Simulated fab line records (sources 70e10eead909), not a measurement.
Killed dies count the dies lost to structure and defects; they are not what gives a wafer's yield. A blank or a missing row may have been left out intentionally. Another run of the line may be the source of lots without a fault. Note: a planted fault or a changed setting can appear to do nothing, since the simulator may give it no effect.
What tool caused it? + flow nandHarc + 33 wafers from 11 lots sampled at 6 of the route's 1302 steps

== WHAT THE GAUGES SHOWED, per wafer ==
NHARC_A_SGD_CUT_INSPECT_25. Usual: rawDefectCount reads 381 (standard deviation 87).
| lot  | measured     | on               | rawDefectCount | flag |
|------|--------------|------------------|----------------|------|
| L624 | day 19 21:59 | defectInspect-01 | 397 387 412    |      |
| L626 | day 20 12:02 | defectInspect-01 | 337 333 344    |      |
| L627 | day 21 00:14 | defectInspect-02 | 477 370 404    |      |
| L629 | day 21 23:04 | defectInspect-01 | 295 278 255    |      |
| L630 | day 21 23:32 | defectInspect-02 | 438 321 263    |      |
| L632 | day 23 00:56 | defectInspect-01 | 322 425 426    |      |
| L635 | day 23 17:34 | defectInspect-01 | 277 289 268    |      |
| L636 | day 24 06:52 | defectInspect-02 | 348 348 280    |      |
| L641 | day 26 07:15 | defectInspect-01 | 554 529 426    |      |
| L640 | day 26 07:15 | defectInspect-02 | 824 772 870    | OFF  |
| L643 | day 27 07:44 | defectInspect-02 | 754 729 766    | OFF  |

NHARC_END_SORT_01. Usual: killedAtArray 58, standard deviation 22; killedAtOther 1.0, standard deviation 1.3; killedAtPeriphery 5, standard deviation 3.4; killedDies 64, standard deviation 22; killedOpen 3.6, standard deviation 1.8; killedShort 2.4, standard deviation 1.7.
| lot  | measured     | on        | killedAtArray | killedAtOther | killedAtPeriphery | killedDies  | killedOpen | killedShort | flag |
|------|--------------|-----------|---------------|---------------|-------------------|-------------|------------|-------------|------|
| L627 | day 25 18:29 | prober-02 | 80 102 101    | 3 0 2         | 0 1 2             | 83 103 105  | 3 1 3      | 4 1 3       |      |
| L632 | day 27 23:46 | prober-01 | 62 50 45      | 0 2 0         | 3 2 3             | 65 54 48    | 5 5 2      | 1 4 0       |      |
| L636 | day 29 05:23 | prober-01 | 16 19 27      | 0 0 0         | 1 2 3             | 17 21 30    | 1 3 5      | 2 2 1       |      |
| L640 | day 30 22:19 | prober-01 | 325 331 325   | 5 0 0         | 4 1 4             | 334 332 329 | 2 3 2      | 4 3 2       | OFF  |
| L643 | day 32 06:04 | prober-02 | 323 322 310   | 0 0 1         | 2 6 7             | 325 328 318 | 4 3 3      | 1 0 3       | OFF  |

== WHICH TOOL RAN EACH LOT (tool, then ch and the chambers of the sampled wafers, then the start) ==
| lot  | NHARC_A_SGD_CUT_ETCH_59                      | NHARC_A_SGD_CUT_ETCH_15                      | NHARC_A_SGD_CUT_CMP_21        | NHARC_A_SGD_CUT_ETCHBACK_24       |
|------|----------------------------------------------|----------------------------------------------|-------------------------------|-----------------------------------|
| L624 | rieDiel-04 ch 0,2, day 19 21:17 or earlier   | rieDiel-04 ch 1,3, day 19 21:17 or earlier   | cmp-04 ch 0,1,2, day 19 21:17 | rieDiel-04 ch 0,2, day 19 21:46   |
| L626 | rieDiel-12 ch 0,1,3, day 20 11:19 or earlier | rieDiel-12 ch 1,2,3, day 20 11:19 or earlier | cmp-04 ch 0,3, day 20 11:19   | rieDiel-12 ch 1,2, day 20 11:47   |
| L627 | rieDiel-12 ch 0,1,3, day 20 23:28 or earlier | rieDiel-12 ch 0,1,2, day 20 23:28 or earlier | cmp-04 ch 0,2,3, day 20 23:28 | rieDiel-04 ch 0,3, day 20 23:57   |
| L629 | rieDiel-12 ch 0,1,3, day 21 22:21 or earlier | rieDiel-12 ch 1,2,3, day 21 22:21 or earlier | cmp-02 ch 0,1,3, day 21 22:21 | rieDiel-11 ch 0,2,3, day 21 22:50 |
| L630 | rieDiel-11 ch 1,2,3, day 21 22:21 or earlier | rieDiel-11 ch 0,1,2, day 21 22:21 or earlier | cmp-04 ch 0,1,3, day 21 22:21 | rieDiel-12 ch 0,2,3, day 21 22:50 |
| L632 | rieDiel-11 ch 1,2, day 23 00:13 or earlier   | rieDiel-11 ch 0,1,3, day 23 00:13 or earlier | cmp-02 ch 0,1,2, day 23 00:13 | rieDiel-12 ch 0,1, day 23 00:41   |
| L635 | rieDiel-12 ch 0,1,3, day 23 16:55 or earlier | rieDiel-12 ch 1,2,3, day 23 16:55 or earlier | cmp-03 ch 1,2,3, day 23 16:55 | rieDiel-04 ch 0,2,3, day 23 17:22 |
| L636 | rieDiel-12 ch 0,1, day 24 06:09 or earlier   | rieDiel-12 ch 0,1, day 24 06:09 or earlier   | cmp-03 ch 2,3, day 24 06:09   | rieDiel-04 ch 0,1,2, day 24 06:38 |
| L641 | rieDiel-12 ch 0,1,3, day 26 06:35 or earlier | rieDiel-12 ch 0,1,2, day 26 06:35 or earlier | cmp-04 ch 0,1,2, day 26 06:35 | rieDiel-11 ch 0,2,3, day 26 07:02 |
| L640 | rieDiel-12 ch 0,1,3, day 26 06:33 or earlier | rieDiel-12 ch 0,2,3, day 26 06:33 or earlier | cmp-03 ch 1,2,3, day 26 06:33 | rieDiel-04 ch 0,1,2, day 26 07:01 |
| L643 | rieDiel-04 ch 1,2, day 27 07:02 or earlier   | rieDiel-04 ch 0,2,3, day 27 07:02 or earlier | cmp-03 ch 0,2,3, day 27 07:02 | rieDiel-11 ch 2,3, day 27 07:30   |
- NHARC_A_SGD_CUT_ETCH_59: etches the open film in N2/H2, target depth 260 nm, time 406.25 s.
- NHARC_A_SGD_CUT_ETCH_15: etches the open film in CH3F/O2, target depth 75 nm, time 64.3 s.
- NHARC_A_SGD_CUT_CMP_21: polishes, target thk 148.19 nm.
- NHARC_A_SGD_CUT_ETCHBACK_24: etches the open film in CH3F/O2, target depth 50 nm, time 92.857 s.

== WHAT THE TOOLS THEMSELVES READ (means of the sampled wafers that have a number; where no wafer has one, the mark that the record gives instead) ==
NHARC_A_SGD_CUT_ETCH_59. Usual: drypumpMotorCurrentA 5.7 A, standard deviation 0.54; oesProductAu 0.994 a.u., standard deviation 0.011; rfVppV 430.1 V, standard deviation 2.6; showerheadPlenumPTorr 2.03 Torr, standard deviation 0.09; throttleValvePct 14.172 %, standard deviation 0.0088.
| lot  | tool       | drypumpMotorCurrentA (A) | oesProductAu (a.u.) | rfVppV (V) | showerheadPlenumPTorr (Torr) | throttleValvePct (%) | flag |
|------|------------|--------------------------|---------------------|------------|------------------------------|----------------------|------|
| L624 | rieDiel-04 | 5.2                      | 0.997               | 428.0      | 1.96                         | 14.170               |      |
| L626 | rieDiel-12 | 5.6                      | 0.991               | 430.4      | 2.04                         | 14.169               |      |
| L627 | rieDiel-12 | 5.6                      | 0.990               | 431.0      | 2.04                         | 14.173               |      |
| L629 | rieDiel-12 | 5.6                      | 0.994               | 431.3      | 2.04                         | 14.181               |      |
| L630 | rieDiel-11 | 6.0                      | 0.996               | 431.0      | 2.05                         | 14.177               |      |
| L632 | rieDiel-11 | 6.0                      | 0.992               | 427.8      | 1.96                         | 14.166               |      |
| L635 | rieDiel-12 | 5.6                      | 0.997               | 430.8      | 2.04                         | 14.172               |      |
| L636 | rieDiel-12 | 5.3                      | 1.003               | 429.7      | 2.02                         | 14.172               |      |
| L641 | rieDiel-12 | 5.7                      | 0.998               | 431.0      | 2.04                         | 14.168               |      |
| L640 | rieDiel-12 | 5.6                      | 1.000               | 430.5      | 2.04                         | 14.177               |      |
| L643 | rieDiel-04 | 5.8                      | 1.001               | 432.4      | 2.10                         | 14.168               |      |

NHARC_A_SGD_CUT_ETCH_15. Usual: drypumpMotorCurrentA 5.8 A, standard deviation 0.54; oesProductAu 0.953 a.u., standard deviation 0.021; rfVppV 263.6 V, standard deviation 1.7; showerheadPlenumPTorr 2.44 Torr, standard deviation 0.1; throttleValvePct 20.663 %, standard deviation 0.009.
| lot  | tool       | drypumpMotorCurrentA (A) | oesProductAu (a.u.) | rfVppV (V) | showerheadPlenumPTorr (Torr) | throttleValvePct (%) | flag |
|------|------------|--------------------------|---------------------|------------|------------------------------|----------------------|------|
| L624 | rieDiel-04 | 6.0                      | 0.952               | 263.8      | 2.43                         | 20.664               |      |
| L626 | rieDiel-12 | 5.6                      | 0.966               | 264.3      | 2.48                         | 20.663               |      |
| L627 | rieDiel-12 | 5.2                      | 0.969               | 263.4      | 2.45                         | 20.659               |      |
| L629 | rieDiel-12 | 5.5                      | 0.966               | 264.6      | 2.48                         | 20.654               |      |
| L630 | rieDiel-11 | 6.3                      | 0.968               | 263.0      | 2.38                         | 20.667               |      |
| L632 | rieDiel-11 | 6.0                      | 0.954               | 263.2      | 2.43                         | 20.659               |      |
| L635 | rieDiel-12 | 5.6                      | 0.963               | 263.9      | 2.48                         | 20.656               |      |
| L636 | rieDiel-12 | 5.3                      | 0.926               | 263.3      | 2.43                         | 20.666               |      |
| L641 | rieDiel-12 | 5.2                      | 0.970               | 263.3      | 2.45                         | 20.661               |      |
| L640 | rieDiel-12 | 5.3                      | 0.920               | 264.0      | 2.43                         | 20.658               |      |
| L643 | rieDiel-04 | 5.6                      | 0.977               | 262.0      | 2.35                         | 20.666               |      |

NHARC_A_SGD_CUT_CMP_21. Usual: motorCurrentA 12.1 A, standard deviation 1.1; slurryFlowMlMin 150.0, standard deviation 0.47; timeToEndpointS 51 s, standard deviation 3.3.
| lot  | tool   | motorCurrentA (A) | slurryFlowMlMin | timeToEndpointS (s) | flag |
|------|--------|-------------------|-----------------|---------------------|------|
| L624 | cmp-04 | 12.7              | 150.2           | 49                  |      |
| L626 | cmp-04 | 11.9              | 150.1           | 54                  |      |
| L627 | cmp-04 | 12.6              | 149.9           | 52                  |      |
| L629 | cmp-02 | 12.1              | 149.8           | 52                  |      |
| L630 | cmp-04 | 11.5              | 150.1           | 53                  |      |
| L632 | cmp-02 | 12.0              | 149.5           | 54                  |      |
| L635 | cmp-03 | 12.5              | 149.7           | 50                  |      |
| L636 | cmp-03 | 12.7              | 149.7           | 49                  |      |
| L641 | cmp-04 | 12.7              | 150.1           | 54                  |      |
| L640 | cmp-03 | 12.1              | 150.0           | 48                  |      |
| L643 | cmp-03 | 11.7              | 149.9           | 49                  |      |

NHARC_A_SGD_CUT_ETCHBACK_24. Usual: drypumpMotorCurrentA 5.7 A, standard deviation 0.53; oesProductAu 0.97 a.u., standard deviation 0.036; rfVppV 243.8 V, standard deviation 1.8; showerheadPlenumPTorr 2.43 Torr, standard deviation 0.1; throttleValvePct 20.665 %, standard deviation 0.0091.
| lot  | tool       | drypumpMotorCurrentA (A) | oesProductAu (a.u.) | rfVppV (V) | showerheadPlenumPTorr (Torr) | throttleValvePct (%) | flag |
|------|------------|--------------------------|---------------------|------------|------------------------------|----------------------|------|
| L624 | rieDiel-04 | 5.2                      | 0.93                | 243.1      | 2.37                         | 20.662               |      |
| L626 | rieDiel-12 | 5.1                      | 0.92                | 244.7      | 2.47                         | 20.670               |      |
| L627 | rieDiel-04 | 5.7                      | 0.99                | 243.4      | 2.35                         | 20.656               |      |
| L629 | rieDiel-11 | 6.2                      | 1.00                | 243.7      | 2.49                         | 20.664               |      |
| L630 | rieDiel-12 | 5.3                      | 1.00                | 244.1      | 2.43                         | 20.649               |      |
| L632 | rieDiel-12 | 5.3                      | 0.92                | 244.0      | 2.43                         | 20.659               |      |
| L635 | rieDiel-04 | 5.7                      | 1.00                | 242.7      | 2.35                         | 20.665               |      |
| L636 | rieDiel-04 | 5.6                      | 1.00                | 243.4      | 2.45                         | 20.671               |      |
| L641 | rieDiel-11 | 6.2                      | 0.99                | 244.5      | 2.49                         | 20.669               |      |
| L640 | rieDiel-04 | 5.5                      | 1.01                | 243.2      | 2.45                         | 20.658               |      |
| L643 | rieDiel-11 | 5.9                      | 1.00                | 245.9      | 2.57                         | 20.658               |      |

== THE ANSWER, worked out from the rows above alone ==
Rule: a lot counts as off when the mean over its wafers that have a number is more than 3 standard deviations away from the usual mean. A lot without any number at a reading at which 4 lots or more have one is off too. Where the step has rows for the other lots, those lots are counted as sound. After the gauges, taken in route order, come the tools' own readings; for these a lot's mean is taken, as printed above. At the first step where some lot is off, the reading lying furthest off is the one used; lots without a number count as furthest.
Off, at NHARC_A_SGD_CUT_INSPECT_25 on rawDefectCount: L640, L643.
A tool fits if, at a process step before that reading, it ran every lot that is off, and no sound lot after the first of them. Not tried: the gauges at NHARC_A_SGD_CUT_INSPECT_25; whatever is off there is also off at NHARC_END_SORT_01, on other tools, and gauge error can't account for it. NHARC_A_SGD_CUT_ETCH_59 gives no start for some lots, so the hours and the order of its lots are those of NHARC_A_SGD_CUT_CMP_21. NHARC_A_SGD_CUT_ETCH_15 gives no start for some lots, so the hours and the order of its lots are those of NHARC_A_SGD_CUT_CMP_21. One fits: cmp-03 at NHARC_A_SGD_CUT_CMP_21. Its last sound lot is L636 (day 24 06:09), its first lot that is off L640 (day 26 06:33): a fault that began between those two fits.

== WHAT WAS PUT IN BY THE SIMULATOR ==
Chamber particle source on cmp-03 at NHARC_A_SGD_CUT_CMP_21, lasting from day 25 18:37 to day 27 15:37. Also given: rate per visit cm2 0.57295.
Struck lots among those shown: L640, L643. This agrees with what the rule above found.
